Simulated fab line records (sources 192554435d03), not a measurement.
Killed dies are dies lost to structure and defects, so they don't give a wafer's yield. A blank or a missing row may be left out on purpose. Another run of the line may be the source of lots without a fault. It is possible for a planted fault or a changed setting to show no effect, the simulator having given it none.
fab line records + flow n5-finfet
record
- lots=8
- wafers=24
- last-day=18
route steps=1938 shown BEOL_M10@1505 PASSIVATION@1936
lots that met no fault: taken from a fault-free run of the same line
start-h: the number of hours between the record's first day and the start of the first shown wafer of the lot + wait-h: how many hours have passed since the lot's step before this one + " same as the row above + L1.1+2: a single row standing in for several wafers + - no value, or no start given + * or withheld: withheld + < > ~ a bound
route shown NAME@n: a module of which the file shows steps, and the number in the route of the first + usual: mean/standard deviation of fault-free wafers + same: alike in all rows + chamber/n: place in a boat + sites: per-site readings + _std_site: standard deviation of those values + _edge_site: the outer-site mean with the inner-site mean subtracted + radius-mm: how far each site lies from the wafer's centre + mask NAME#n: copy n + behind: tool/chamber where the wafer was last shaped + hold: why the lot went on hold/how many hours it stayed there/how the hold came to an end + device: which transistor (n, p or np) failed to switch + end of line: at the end of the route, the tests of the same wafers + a step given without rows: its recipe and nothing more + killed: dies that structure and defects cost at the first sort, which is not the same as the wafer's yield + map: the dies of a wafer, with x for killed, . for not killed, _ for no die there
set.NAME: the run value of the setting; set.NAME@STEP: its run value at that earlier step + model.NAME: the simulator's own value behind a step, which no gauge read
the route's steps for a sample of lots (tables are steps, rows are wafers)
services: when a tool's chamber went out of use (start-h, in hours from the record's first day, below 0 if earlier), for how many hours, and the reason
## steps
# step N5_BEOL_M10_DESCUM_33
# recipe
- chemistry=O2
- time-s=7.9
- source-power-w=50
- bias-power-w=20
- pressure-mtorr=20
- rf-frequency-hz=2.712e+07
- temp-c=40
- resist=CAR-ArF
- o2-flow-sccm=225
# usual
- drypump-motor-current-A=5.5/0.44
- o2-flow-sccm=225.0/0.58
- oes-product-au=0.81/0.074
- rf-fwd-power-W=49.44/0.24
- rf-vpp-V=243.0/1.4
- showerhead-plenum-p-Torr=2.09/0.078
- throttle-valve-pct=20.42/0.21
| lot.wafer | tool        | chamber | start-h | wait-h | drypump-motor-current-A | o2-flow-sccm | oes-product-au | rf-fwd-power-W | rf-hours-counter-h | rf-vpp-V | showerhead-plenum-p-Torr | throttle-valve-pct |
|-----------|-------------|---------|---------|--------|-------------------------|--------------|----------------|----------------|--------------------|----------|--------------------------|--------------------|
| L570.1    | rie-diel-01 | 2       | 218.74  | 0.1    | 5.3                     | 224.9        | 0.75           | 49.54          | 128                | 241.6    | 2.02                     | 20.31              |
| L570.4    | "           | 0       | "       | "      | 6.2                     | 224.9        | 0.68           | 49.21          | 240                | 241.3    | 2.06                     | 20.84              |
| L570.5    | "           | 2       | "       | "      | 5.3                     | 225.1        | 0.77           | 49.54          | -                  | 242.4    | 2.02                     | 20.33              |
| L579.1    | rie-diel-06 | 0       | 263.59  | 0.0    | 4.8                     | 224.4        | 0.81           | 49.40          | 87                 | 244.9    | 2.20                     | 20.63              |
| L579.2    | "           | 3       | "       | "      | 5.7                     | 225.7        | 0.93           | 49.55          | 10                 | 244.0    | 2.15                     | 20.52              |
| L579.3    | "           | 1       | "       | "      | 6.2                     | 226.0        | 0.83           | 49.63          | 73                 | 244.7    | 2.22                     | 20.60              |
| L583.1    | rie-diel-06 | 2       | 296.78  | 0.0    | 5.8                     | 224.0        | 0.68           | 49.13          | 250                | 243.2    | 2.06                     | 20.69              |
| L583.3    | "           | 0       | "       | "      | 4.8                     | 224.7        | 0.80           | 49.73          | 99                 | 244.3    | 2.20                     | 20.64              |
| L583.6    | "           | 3       | "       | "      | 5.7                     | 225.5        | 0.90           | 49.39          | -                  | 242.2    | 2.14                     | 20.54              |
| L589.1    | rie-diel-05 | 3       | 321.04  | 0.0    | 4.9                     | 224.3        | 0.83           | 49.76          | 77                 | 244.4    | 2.20                     | 20.31              |
| L589.3    | "           | 1       | "       | "      | 6.1                     | 224.0        | 0.83           | 49.03          | 69                 | 243.1    | 2.12                     | 20.22              |
| L589.4    | "           | 0       | "       | "      | 5.5                     | 224.8        | 0.80           | 49.39          | 88                 | 242.1    | 2.02                     | 20.19              |
| L587.2    | rie-diel-06 | 0       | 330.36  | 0.0    | 4.8                     | 224.8        | 0.78           | 49.72          | 113                | 244.1    | 2.19                     | 20.68              |
| L587.5    | "           | 1       | "       | "      | 6.2                     | 225.4        | 0.79           | 49.63          | -                  | 244.8    | 2.21                     | 20.63              |
| L587.6    | "           | 0       | "       | "      | 4.8                     | 224.7        | 0.78           | 49.65          | -                  | 245.2    | 2.19                     | 20.66              |
| L590.1    | rie-diel-05 | 1       | 334.59  | 0.4    | 6.1                     | 225.5        | 0.82           | 49.09          | 73                 | 244.1    | 2.12                     | 20.22              |
| L590.5    | "           | 1       | "       | "      | 6.1                     | 224.4        | 0.83           | 48.91          | -                  | 244.2    | 2.12                     | 20.23              |
| L590.6    | "           | 0       | "       | "      | 5.5                     | 225.6        | 0.79           | 49.80          | -                  | 241.5    | 2.02                     | 20.22              |
| L588.1    | rie-diel-06 | 2       | 334.68  | 0.3    | 5.8                     | 225.3        | 0.95           | 49.22          | 5                  | 244.1    | 2.06                     | 20.34              |
| L588.2    | "           | 3       | "       | "      | 5.7                     | 225.9        | 0.86           | 49.71          | 39                 | 244.1    | 2.14                     | 20.57              |
| L588.4    | "           | 3       | "       | "      | 5.7                     | 225.2        | 0.86           | 49.64          | -                  | 244.2    | 2.14                     | 20.58              |
| L593.1    | rie-diel-05 | 2       | 370.04  | 0.0    | 5.7                     | 225.5        | 0.79           | 49.56          | 135                | 241.0    | 2.00                     | 20.67              |
| L593.3    | "           | 1       | "       | "      | 6.1                     | 224.6        | 0.81           | 49.35          | 86                 | 241.8    | 2.12                     | 20.23              |
| L593.5    | "           | 2       | "       | "      | 5.6                     | 226.2        | 0.79           | 49.58          | -                  | 242.0    | 2.00                     | 20.66              |
# step N5_BEOL_M10_ETCH_65
# recipe
- chemistry=CF4
- target=SiARC
- target-depth-a=390
- mask-material=CAR-ArF
- time-s=65
- ion-energy-ev=80
- pressure-mtorr=40
- source-w=545
- bias-w=36
- Ar_flow_sccm=100
- cf4-flow-sccm=100
- ends=cleared
# usual
- cf4-flow-sccm=100.0/0.32
- drypump-motor-current-A=5.5/0.44
- etch-rf-on-time-s=64.5/0.89
- oes-product-au=0.69/0.063
- rf-fwd-power-W=538.6/2.7
- rf-vpp-V=184.0/1.2
- showerhead-plenum-p-Torr=2.14/0.074
- throttle-valve-pct=15.59/0.21
| lot.wafer | tool        | chamber | start-h | wait-h | cf4-flow-sccm | drypump-motor-current-A | etch-rf-on-time-s | oes-product-au | rf-fwd-power-W | rf-hours-counter-h | rf-vpp-V | showerhead-plenum-p-Torr | throttle-valve-pct |
|-----------|-------------|---------|---------|--------|---------------|-------------------------|-------------------|----------------|----------------|--------------------|----------|--------------------------|--------------------|
| L570.1    | rie-diel-01 | 2       | 218.78  | 0.0    | 99.9          | 5.3                     | 64.3              | 0.65           | 538.4          | 128                | 183.1    | 2.07                     | 15.44              |
| L570.4    | "           | 0       | "       | "      | 100.4         | 6.2                     | 64.7              | 0.59           | 540.9          | 240                | 184.5    | 2.12                     | 16.07              |
| L570.5    | "           | 2       | "       | "      | 99.8          | 5.3                     | 63.3              | 0.66           | 539.1          | -                  | 184.6    | 2.07                     | 15.45              |
| L579.1    | rie-diel-06 | 0       | 263.63  | 0.0    | 99.7          | 4.8                     | 63.7              | 0.71           | 538.0          | 87                 | 184.9    | 2.24                     | 15.74              |
| L579.2    | "           | 3       | "       | "      | 100.2         | 5.7                     | 64.4              | 0.80           | 537.4          | 10                 | 185.6    | 2.19                     | 15.63              |
| L579.3    | "           | 1       | "       | "      | 99.2          | 6.2                     | 65.4              | 0.71           | 540.4          | 73                 | 186.5    | 2.26                     | 15.67              |
| L583.1    | rie-diel-06 | 2       | 296.81  | 0.0    | 99.7          | 5.8                     | 65.8              | 0.58           | 536.1          | 250                | 183.0    | 2.11                     | 15.94              |
| L583.3    | "           | 0       | "       | "      | 99.7          | 4.8                     | 64.0              | 0.69           | 538.7          | 99                 | 185.3    | 2.24                     | 15.80              |
| L583.6    | "           | 3       | "       | "      | 100.6         | 5.7                     | 64.9              | 0.77           | 540.4          | -                  | 183.5    | 2.19                     | 15.65              |
| L589.1    | rie-diel-05 | 3       | 321.08  | 0.0    | 99.9          | 5.0                     | 64.0              | 0.70           | 539.8          | 77                 | 187.4    | 2.25                     | 15.51              |
| L589.3    | "           | 1       | "       | "      | 100.3         | 6.1                     | 63.5              | 0.72           | 534.0          | 69                 | 184.4    | 2.17                     | 15.38              |
| L589.4    | "           | 0       | "       | "      | 100.6         | 5.5                     | 65.0              | 0.69           | 541.3          | 88                 | 181.9    | 2.08                     | 15.46              |
| L587.2    | rie-diel-06 | 0       | 330.40  | 0.0    | 100.0         | 4.8                     | 64.7              | 0.67           | 540.4          | 113                | 184.8    | 2.24                     | 15.82              |
| L587.5    | "           | 1       | "       | "      | 100.3         | 6.2                     | 65.2              | 0.67           | 539.4          | -                  | 183.5    | 2.25                     | 15.74              |
| L587.6    | "           | 0       | "       | "      | 99.9          | 4.8                     | 64.5              | 0.68           | 541.9          | -                  | 183.7    | 2.24                     | 15.82              |
| L590.1    | rie-diel-05 | 1       | 334.62  | 0.0    | 100.2         | 6.1                     | 63.4              | 0.71           | 537.7          | 73                 | 184.8    | 2.16                     | 15.38              |
| L590.5    | "           | 1       | "       | "      | 100.0         | 6.1                     | 64.2              | 0.72           | 536.1          | -                  | 184.9    | 2.16                     | 15.39              |
| L590.6    | "           | 0       | "       | "      | 99.7          | 5.5                     | 65.8              | 0.68           | 541.2          | -                  | 183.5    | 2.08                     | 15.47              |
| L588.1    | rie-diel-06 | 2       | 334.71  | 0.0    | 100.2         | 5.8                     | 64.2              | 0.81           | 536.2          | 5                  | 182.6    | 2.11                     | 15.45              |
| L588.2    | "           | 3       | "       | "      | 99.8          | 5.6                     | 65.2              | 0.74           | 540.5          | 39                 | 184.2    | 2.18                     | 15.66              |
| L588.4    | "           | 3       | "       | "      | 99.5          | 5.6                     | 64.4              | 0.74           | 541.1          | -                  | 185.4    | 2.18                     | 15.69              |
| L593.1    | rie-diel-05 | 2       | 370.07  | 0.0    | 99.9          | 5.6                     | 62.9              | 0.68           | 538.4          | 135                | 183.2    | 2.06                     | 15.91              |
| L593.3    | "           | 1       | "       | "      | 99.9          | 6.1                     | 63.2              | 0.71           | 536.4          | 86                 | 184.2    | 2.16                     | 15.41              |
| L593.5    | "           | 2       | "       | "      | 100.3         | 5.6                     | 62.5              | 0.69           | 533.3          | -                  | 183.3    | 2.06                     | 15.90              |
# step N5_BEOL_M10_TRENCH_ETCH_37
# recipe
- chemistry=C4F6/O2
- target-depth-a=1488.3
- target=SiCOH_lowk
- time-s=48
- ion-energy-ev=250
- pressure-mtorr=30
- source-w=345
- bias-w=185
- Ar_flow_sccm=300
- C4F6_flow_sccm=10
- O2_flow_sccm=10
# usual
- drypump-motor-current-A=5.5/0.44
- oes_f_703_au=0.81/0.071
- oes_o_777_au=0.81/0.071
- oes-product-au=0.81/0.073
- rf-fwd-power-W=341.5/1.6
- rf-vpp-V=663/5.3
- showerhead-plenum-p-Torr=2.84/0.1
- throttle-valve-pct=20.92/0.22
| lot.wafer | tool        | chamber | start-h | wait-h | drypump-motor-current-A | oes_f_703_au | oes_o_777_au | oes-product-au | rf-fwd-power-W | rf-hours-counter-h | rf-vpp-V | showerhead-plenum-p-Torr | throttle-valve-pct |
|-----------|-------------|---------|---------|--------|-------------------------|--------------|--------------|----------------|----------------|--------------------|----------|--------------------------|--------------------|
| L570.1    | rie-diel-01 | 2       | 219.05  | -      | 5.3                     | 0.79         | 0.78         | 0.77           | 341.2          | 129                | 659      | 2.73                     | 20.69              |
| L570.4    | "           | 0       | "       | "      | 6.2                     | 0.70         | 0.69         | 0.69           | 340.8          | 240                | 658      | 2.82                     | 21.39              |
| L570.5    | "           | 2       | "       | "      | 5.2                     | 0.78         | 0.78         | 0.77           | 341.4          | -                  | 658      | 2.73                     | 20.69              |
| L579.1    | rie-diel-06 | 0       | 263.91  | -      | 4.8                     | 0.84         | 0.83         | 0.81           | 344.0          | 88                 | 666      | 2.98                     | 21.09              |
| L579.2    | "           | 3       | "       | "      | 5.7                     | 0.93         | 0.94         | 0.92           | 340.9          | 10                 | 669      | 2.91                     | 21.01              |
| L579.3    | "           | 1       | "       | "      | 6.2                     | 0.84         | 0.84         | 0.81           | 343.8          | 73                 | 657      | 3.01                     | 21.10              |
| L583.1    | rie-diel-06 | 2       | 297.09  | -      | 5.8                     | 0.69         | 0.70         | 0.68           | 339.8          | 250                | 658      | 2.80                     | 21.18              |
| L583.3    | "           | 0       | "       | "      | 4.8                     | 0.83         | 0.82         | 0.80           | 341.7          | 100                | 667      | 2.98                     | 21.13              |
| L583.6    | "           | 3       | "       | "      | 5.7                     | 0.90         | 0.90         | 0.91           | 342.7          | -                  | 667      | 2.91                     | 21.03              |
| L589.1    | rie-diel-05 | 3       | 321.36  | -      | 4.9                     | 0.80         | 0.81         | 0.82           | 342.9          | 77                 | 674      | 3.00                     | 20.87              |
| L589.3    | "           | 1       | "       | "      | 6.1                     | 0.85         | 0.86         | 0.84           | 339.7          | 70                 | 660      | 2.87                     | 20.63              |
| L589.4    | "           | 0       | "       | "      | 5.5                     | 0.79         | 0.79         | 0.80           | 344.9          | 88                 | 661      | 2.76                     | 20.75              |
| L587.2    | rie-diel-06 | 0       | 330.68  | -      | 4.8                     | 0.58         | 0.60         | 0.74           | 260.9          | 113                | 767      | 2.97                     | 21.13              |
| L587.5    | "           | 1       | "       | "      | 6.2                     | 0.57         | 0.60         | 0.74           | 258.8          | -                  | 756      | 2.99                     | 21.12              |
| L587.6    | "           | 0       | "       | "      | 4.8                     | 0.58         | 0.62         | 0.74           | 260.9          | -                  | 767      | 2.97                     | 21.13              |
| L590.1    | rie-diel-05 | 1       | 334.90  | -      | 6.1                     | 0.85         | 0.85         | 0.82           | 337.7          | 74                 | 661      | 2.87                     | 20.65              |
| L590.5    | "           | 1       | "       | "      | 6.1                     | 0.85         | 0.85         | 0.83           | 338.2          | -                  | 663      | 2.87                     | 20.63              |
| L590.6    | "           | 0       | "       | "      | 5.5                     | 0.79         | 0.79         | 0.81           | 342.6          | -                  | 664      | 2.76                     | 20.77              |
| L588.1    | rie-diel-06 | 2       | 334.99  | -      | 5.8                     | 0.68         | 0.71         | 0.88           | 255.4          | 5                  | 757      | 2.80                     | 20.80              |
| L588.2    | "           | 3       | "       | "      | 5.7                     | 0.62         | 0.65         | 0.82           | 260.2          | 40                 | 768      | 2.90                     | 21.06              |
| L588.4    | "           | 3       | "       | "      | 5.7                     | 0.62         | 0.66         | 0.81           | 258.9          | -                  | 770      | 2.90                     | 21.05              |
| L593.1    | rie-diel-05 | 2       | 370.35  | -      | 5.6                     | 0.80         | 0.79         | 0.80           | 342.0          | 135                | 657      | 2.74                     | 21.24              |
| L593.3    | "           | 1       | "       | "      | 6.1                     | 0.84         | 0.83         | 0.82           | 338.0          | 86                 | 660      | 2.86                     | 20.66              |
| L593.5    | "           | 2       | "       | "      | 5.6                     | 0.80         | 0.79         | 0.80           | 342.6          | -                  | 656      | 2.74                     | 21.23              |
# step N5_BEOL_M10_OCD_MEAS_38
# usual
- trench-depth-nm=149.1/1.5
| lot.wafer | tool   | chamber | start-h | wait-h | trench-depth-nm |
|-----------|--------|---------|---------|--------|-----------------|
| L570.1    | ocd-02 | -       | 219.23  | -      | 149.3           |
| L570.4    | "      | -       | "       | "      | 146.5           |
| L570.5    | "      | -       | "       | "      | 149.7           |
| L579.1    | ocd-01 | -       | 264.09  | -      | 148.1           |
| L579.2    | "      | -       | "       | "      | 148.3           |
| L579.3    | "      | -       | "       | "      | 147.0           |
| L583.1    | ocd-01 | -       | 297.27  | -      | 145.2           |
| L583.3    | "      | -       | "       | "      | 148.3           |
| L583.6    | "      | -       | "       | "      | 149.9           |
| L589.1    | ocd-02 | -       | 321.54  | -      | 149.1           |
| L589.3    | "      | -       | "       | "      | 150.0           |
| L589.4    | "      | -       | "       | "      | 148.6           |
| L587.2    | ocd-01 | -       | 330.86  | -      | 134.6           |
| L587.5    | "      | -       | "       | "      | 132.9           |
| L587.6    | "      | -       | "       | "      | 132.9           |
| L590.1    | ocd-01 | -       | 335.08  | -      | 150.4           |
| L590.5    | "      | -       | "       | "      | 150.8           |
| L590.6    | "      | -       | "       | "      | 149.5           |
| L588.1    | ocd-02 | -       | 335.17  | -      | 133.5           |
| L588.2    | "      | -       | "       | "      | 134.4           |
| L588.4    | "      | -       | "       | "      | 133.4           |
| L593.1    | ocd-01 | -       | 370.53  | -      | 152.6           |
| L593.3    | "      | -       | "       | "      | 150.2           |
| L593.5    | "      | -       | "       | "      | 151.7           |
# step N5_BEOL_M10_CD_MEAS_35
# recipe
- target-cd-nm=70
- polarity=opening
# usual
- cd-nm=70.1/0.52
| lot.wafer | tool      | chamber | start-h | wait-h | cd-nm |
|-----------|-----------|---------|---------|--------|-------|
| L570.1    | cd-sem-02 | -       | 219.39  | 0.0    | 70.3  |
| L570.4    | "         | -       | "       | "      | 70.5  |
| L570.5    | "         | -       | "       | "      | 70.3  |
| L579.1    | cd-sem-03 | -       | 264.24  | 0.0    | 70.8  |
| L579.2    | "         | -       | "       | "      | 70.7  |
| L579.3    | "         | -       | "       | "      | 70.1  |
| L583.1    | cd-sem-01 | -       | 297.43  | 0.0    | 70.5  |
| L583.3    | "         | -       | "       | "      | 70.5  |
| L583.6    | "         | -       | "       | "      | 71.3  |
| L589.1    | cd-sem-03 | -       | 321.69  | 0.0    | 70.8  |
| L589.3    | "         | -       | "       | "      | 71.0  |
| L589.4    | "         | -       | "       | "      | 70.0  |
| L587.2    | cd-sem-03 | -       | 331.01  | 0.0    | 69.0  |
| L587.5    | "         | -       | "       | "      | 69.5  |
| L587.6    | "         | -       | "       | "      | 69.2  |
| L590.1    | cd-sem-02 | -       | 335.23  | 0.0    | 70.3  |
| L590.5    | "         | -       | "       | "      | 70.0  |
| L590.6    | "         | -       | "       | "      | 70.6  |
| L588.1    | cd-sem-01 | -       | 335.33  | 0.0    | 69.5  |
| L588.2    | "         | -       | "       | "      | 70.3  |
| L588.4    | "         | -       | "       | "      | 70.2  |
| L593.1    | cd-sem-01 | -       | 370.70  | 0.0    | 69.6  |
| L593.3    | "         | -       | "       | "      | 70.4  |
| L593.5    | "         | -       | "       | "      | 70.0  |
# step N5_BEOL_M10_THK_MEAS_53
# recipe
- thk-meas-gauge=xrf
- reads=Cu_of_BEOL_M10_ECD_50
# usual
- M10_THK=138.8/1.9
| lot.wafer | tool          | chamber | start-h | wait-h | M10_THK[nm] |
|-----------|---------------|---------|---------|--------|-------------|
| L570.1    | film-metro-01 | -       | 224.78  | -      | 137.6       |
| L570.4    | "             | -       | "       | "      | 136.6       |
| L570.5    | "             | -       | "       | "      | 139.4       |
| L579.1    | film-metro-01 | -       | 267.43  | -      | 137.2       |
| L579.2    | "             | -       | "       | "      | 139.5       |
| L579.3    | "             | -       | "       | "      | 137.4       |
| L583.1    | film-metro-01 | -       | 299.99  | -      | 137.7       |
| L583.3    | "             | -       | "       | "      | 139.1       |
| L583.6    | "             | -       | "       | "      | 142.7       |
| L589.1    | film-metro-01 | -       | 325.14  | -      | 139.2       |
| L589.3    | "             | -       | "       | "      | 139.9       |
| L589.4    | "             | -       | "       | "      | 137.5       |
| L587.2    | film-metro-01 | -       | 334.07  | -      | 123.7       |
| L587.5    | "             | -       | "       | "      | 121.7       |
| L587.6    | "             | -       | "       | "      | 122.4       |
| L590.1    | film-metro-01 | -       | 338.11  | -      | 138.9       |
| L590.5    | "             | -       | "       | "      | 137.8       |
| L590.6    | "             | -       | "       | "      | 138.0       |
| L588.1    | film-metro-01 | -       | 338.21  | -      | 121.8       |
| L588.2    | "             | -       | "       | "      | 121.4       |
| L588.4    | "             | -       | "       | "      | 124.4       |
| L593.1    | film-metro-01 | -       | 373.02  | -      | 140.6       |
| L593.3    | "             | -       | "       | "      | 138.2       |
| L593.5    | "             | -       | "       | "      | 140.8       |
# step N5_BEOL_M10_RS_MEAS_57
# recipe
- thk-meas-gauge=four-point-probe
- reads=Cu_of_BEOL_M10_ECD_50+Co_of_BEOL_M10_CVD_75+TaN_of_BEOL_M10_ALD_74
# usual
- M10_RS=0.1507/0.0022
| lot.wafer | tool          | chamber | start-h | wait-h | M10_RS[ohm/sq] |
|-----------|---------------|---------|---------|--------|----------------|
| L570.1    | film-metro-01 | -       | 224.92  | 0.1    | 0.1511         |
| L570.4    | "             | -       | "       | "      | 0.1532         |
| L570.5    | "             | -       | "       | "      | 0.1495         |
| L579.1    | film-metro-02 | -       | 267.60  | 0.1    | 0.1532         |
| L579.2    | "             | -       | "       | "      | 0.1503         |
| L579.3    | "             | -       | "       | "      | 0.1525         |
| L583.1    | film-metro-02 | -       | 300.16  | 0.1    | 0.1530         |
| L583.3    | "             | -       | "       | "      | 0.1513         |
| L583.6    | "             | -       | "       | "      | 0.1467         |
| L589.1    | film-metro-02 | -       | 325.28  | 0.1    | 0.1489         |
| L589.3    | "             | -       | "       | "      | 0.1483         |
| L589.4    | "             | -       | "       | "      | 0.1511         |
| L587.2    | film-metro-01 | -       | 334.21  | 0.1    | 0.1694         |
| L587.5    | "             | -       | "       | "      | 0.1725         |
| L587.6    | "             | -       | "       | "      | 0.1711         |
| L590.1    | film-metro-02 | -       | 338.25  | 0.1    | 0.1486         |
| L590.5    | "             | -       | "       | "      | 0.1499         |
| L590.6    | "             | -       | "       | "      | 0.1504         |
| L588.1    | film-metro-02 | -       | 338.35  | 0.1    | 0.1742         |
| L588.2    | "             | -       | "       | "      | 0.1748         |
| L588.4    | "             | -       | "       | "      | 0.1687         |
| L593.1    | film-metro-02 | -       | 373.16  | 0.1    | 0.1470         |
| L593.3    | "             | -       | "       | "      | 0.1497         |
| L593.5    | "             | -       | "       | "      | 0.1473         |
# step N5_PASSIVATION_PROBE_49
# usual
- defect-limited-yield=91.5/1.3
- killed_at_M0_to_M3=33/11
- killed_at_M4_up=14/5.3
- killed-at-contacts=11/6.3
- killed-at-front-end=38/10
- killed-at-other=3.7/2.8
- killed-dies=101/16
- killed-on-rim=13/3.4
- killed-open=67/12
- killed-short=32/7.4
- sort_bin_5_function=5.0/0.86
- sort_bin_6_memory=3.2/0.69
- sort_bin_8_speed=0.00/0.007
- sort-n-pass=1079/16
- sort-yield-pct=91.5/1.3
# same
- gross-dies=1180
- killed-at-back-side=0
- sort_bin_4_leakage[%]=0
| lot.wafer | tool      | chamber | start-h | wait-h | defect-limited-yield[%] | killed_at_M0_to_M3 | killed_at_M4_up | killed-at-contacts | killed-at-front-end | killed-at-other | killed-dies | killed-on-rim | killed-open | killed-short | sort_bin_5_function[%] | sort_bin_6_memory[%] | sort_bin_8_speed[%] | sort-n-pass | sort-yield-pct[%] |
|-----------|-----------|---------|---------|--------|-------------------------|--------------------|-----------------|--------------------|---------------------|-----------------|-------------|---------------|-------------|--------------|------------------------|----------------------|---------------------|-------------|-------------------|
| L579.1    | prober-02 | -       | 312.13  | 0.0    | 93.7                    | 26                 | 10              | 8                  | 27                  | 3               | 74          | 6             | 53          | 20           | 3.9                    | 2.1                  | 0                   | 1106        | 93.7              |
| L579.2    | prober-02 | -       | 312.18  | 0.1    | 91.4                    | 41                 | 8               | 10                 | 35                  | 7               | 101         | 13            | 67          | 34           | 5.3                    | 3.1                  | 0                   | 1079        | 91.4              |
| L579.3    | prober-02 | -       | 312.23  | 0.1    | 93.4                    | 18                 | 8               | 8                  | 38                  | 6               | 78          | 11            | 52          | 25           | 4.0                    | 2.5                  | 0                   | 1102        | 93.4              |
# killed by level:class
L579.1 BEOL_M3:geometric-particle:open=8 BEOL_M2:geometric-particle:open=7 STI_FIN_REVEAL:geometric-particle:open=6 MOL_CONTACT_COAG:geometric-particle:open=6 FIN_SAQP:geometric-particle:open=5 FIN_SAQP:geometric-particle:short=4 BEOL_M5:geometric-particle:open=4 BEOL_M1:geometric-particle:open=3
L579.2 BEOL_M3:geometric-particle:open=18 FIN_SAQP:geometric-particle:short=10 MOL_CONTACT_COAG:geometric-particle:open=9 STI_FIN_REVEAL:geometric-particle:open=8 BEOL_M0_SAQP:geometric-particle:open=6 BEOL_M0_SAQP:geometric-particle:short=5 GATE_CUT:geometric-particle:short=4 BEOL_M1:geometric-particle:open=4
L579.3 FIN_SAQP:geometric-particle:open=8 STI_FIN_REVEAL:geometric-particle:open=6 BEOL_M3:geometric-particle:open=6 BEOL_M4:geometric-particle:open=6 MOL_CONTACT_COAG:geometric-particle:open=5 DUMMY_GATE:geometric-particle:open=4 GATE_CUT:geometric-particle:short=4 STARTING-WAFER:geometric-particle:short=4
## services
| tool        | chamber | start-h | hours | kind                          |
|-------------|---------|---------|-------|-------------------------------|
| rie-diel-06 | 3       | 217.63  | -     | clean                         |
| rie-diel-06 | 3       | 217.63  | -     | consumable-replace:focus-ring |
| rie-diel-01 | 0       | 246.77  | -     | clean                         |
| rie-diel-01 | 0       | 246.77  | -     | consumable-replace:focus-ring |
| rie-diel-01 | 0       | 246.77  | 17.1  | scheduled-down                |
| rie-diel-01 | 0       | 246.77  | 17.1  | vent-cycle                    |
| rie-diel-06 | 0       | 248.46  | 12.2  | repair                        |
| rie-diel-06 | 2       | 253.30  | 11.7  | repair                        |
| rie-diel-01 | 1       | 263.83  | -     | clean                         |
| rie-diel-01 | 1       | 263.83  | -     | consumable-replace:focus-ring |
| rie-diel-01 | 1       | 263.83  | 23.1  | scheduled-down                |
| rie-diel-01 | 1       | 263.83  | 23.1  | vent-cycle                    |
| rie-diel-06 | 2       | 297.24  | -     | clean                         |
| rie-diel-06 | 2       | 297.24  | -     | consumable-replace:focus-ring |
| rie-diel-06 | 2       | 297.24  | 22.7  | scheduled-down                |
| rie-diel-06 | 2       | 297.24  | 22.7  | vent-cycle                    |
| rie-diel-06 | 0       | 323.11  | 6.4   | repair                        |
| rie-diel-05 | -       | 328.94  | 1.0   | repair                        |
| rie-diel-06 | 1       | 331.98  | 7.0   | repair                        |
| rie-diel-01 | 3       | 338.74  | 10.4  | repair                        |
| rie-diel-06 | 2       | 343.55  | 9.0   | repair                        |
| rie-diel-01 | 1       | 346.23  | 5.1   | repair                        |
## key
first-sign
- step=N5_BEOL_M10_TRENCH_ETCH_37
- reading=rf-fwd-power-W
- direction=down
- sigmas=51
- usual=*
- struck=*
effect
- step=N5_BEOL_M10_TRENCH_ETCH_37
- reading=rf-vpp-V
- direction=up
- sigmas=19
- usual=663
- struck=764
effect
- step=N5_BEOL_M10_OCD_MEAS_38
- reading=trench-depth-nm
- direction=down
- sigmas=11
- usual=149.1
- struck=133.6
effect
- step=N5_BEOL_M10_THK_MEAS_53
- reading=M10_THK
- direction=down
- sigmas=8.4
- usual=138.8
- struck=122.6
effect
- step=N5_BEOL_M10_RS_MEAS_57
- reading=M10_RS
- direction=up
- sigmas=9.5
- usual=0.1507
- struck=0.1718
met-at N5_BEOL_M10_TRENCH_ETCH_37
struck-lots L587,L588
not-acting-at N5_BEOL_M10_DESCUM_33,N5_BEOL_M10_ETCH_65,N5_BEOL_M10_CD_MEAS_35
onset-between 297.09 330.68
fault
- kind=process-parameter-drift
- tool=rie-diel-06
- chamber=-
- onset-h=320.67
- steps=N5_BEOL_M10_TRENCH_ETCH_37
- channel=source-w
- offset=-82.8
- shape=step
- end-h=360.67
- acts-in=these-recipes-only
- stated=345
